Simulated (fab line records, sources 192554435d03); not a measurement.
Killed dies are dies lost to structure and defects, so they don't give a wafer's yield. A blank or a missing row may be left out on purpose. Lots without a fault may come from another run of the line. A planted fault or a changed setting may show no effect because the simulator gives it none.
Which tool did it? | flow n5_finfet | 10 lots, 28 wafers sampled, at 1 step of a route of 1938

WHAT THE GAUGES READ, wafer by wafer
N5_BEOL_M6_CD_MEAS_18: pitch 80 nm, target cd 40 nm. Usual: cd_nm 40.0 nm, standard deviation 0.52.
lot  | measured     | on        | cd_nm (nm)     | flag
L766 | day 10 01:27 | cd_sem-03 | 40.3 39.8 40.1 |
L769 | day 10 22:35 | cd_sem-02 | 39.9 39.3 39.5 |
L767 | day 10 23:51 | cd_sem-03 | 39.9 40.2 39.8 |
L771 | day 11 06:29 | cd_sem-03 | 39.8 39.6 40.6 |
L780 | day 13 10:40 | cd_sem-03 | 40.3 39.6 40.3 |
L781 | day 13 19:19 | cd_sem-01 | 40.3 40.0      |
L782 | day 14 05:35 | cd_sem-03 | 39.3 39.4      |
L783 | day 14 08:22 | cd_sem-02 | 39.4 40.2 39.7 |
L784 | day 14 14:58 | cd_sem-02 | 39.2 40.3 40.0 |
L785 | day 14 18:18 | cd_sem-03 | 40.2 40.3 39.6 |

WHICH TOOL RAN EACH LOT (tool, then ch and the chambers of the sampled wafers, then the start)
The record holds no process step before these readings.

WHAT THE TOOLS THEMSELVES READ (means of the sampled wafers that have a number; where no wafer has one, the mark that the record gives instead)
The record holds no such reading with a usual standard deviation.

THE ANSWER, worked out from the rows above alone
Rule: a lot is off if the mean of its wafers that have a number lies more than 3 standard deviations from the usual mean. A lot without any number at a reading at which 4 lots or more have one is off too. The other lots that the step has rows for count as sound. The gauges are gone through in route order, then the tools' own readings, and for those a lot's mean is taken as printed above. The first step at which some lot is off is used, and at that step the reading that is off furthest; a lot without a number counts as furthest.
No lot is off at any reading shown: from this, nothing can be told.

WHAT THE SIMULATOR HAD PUT IN
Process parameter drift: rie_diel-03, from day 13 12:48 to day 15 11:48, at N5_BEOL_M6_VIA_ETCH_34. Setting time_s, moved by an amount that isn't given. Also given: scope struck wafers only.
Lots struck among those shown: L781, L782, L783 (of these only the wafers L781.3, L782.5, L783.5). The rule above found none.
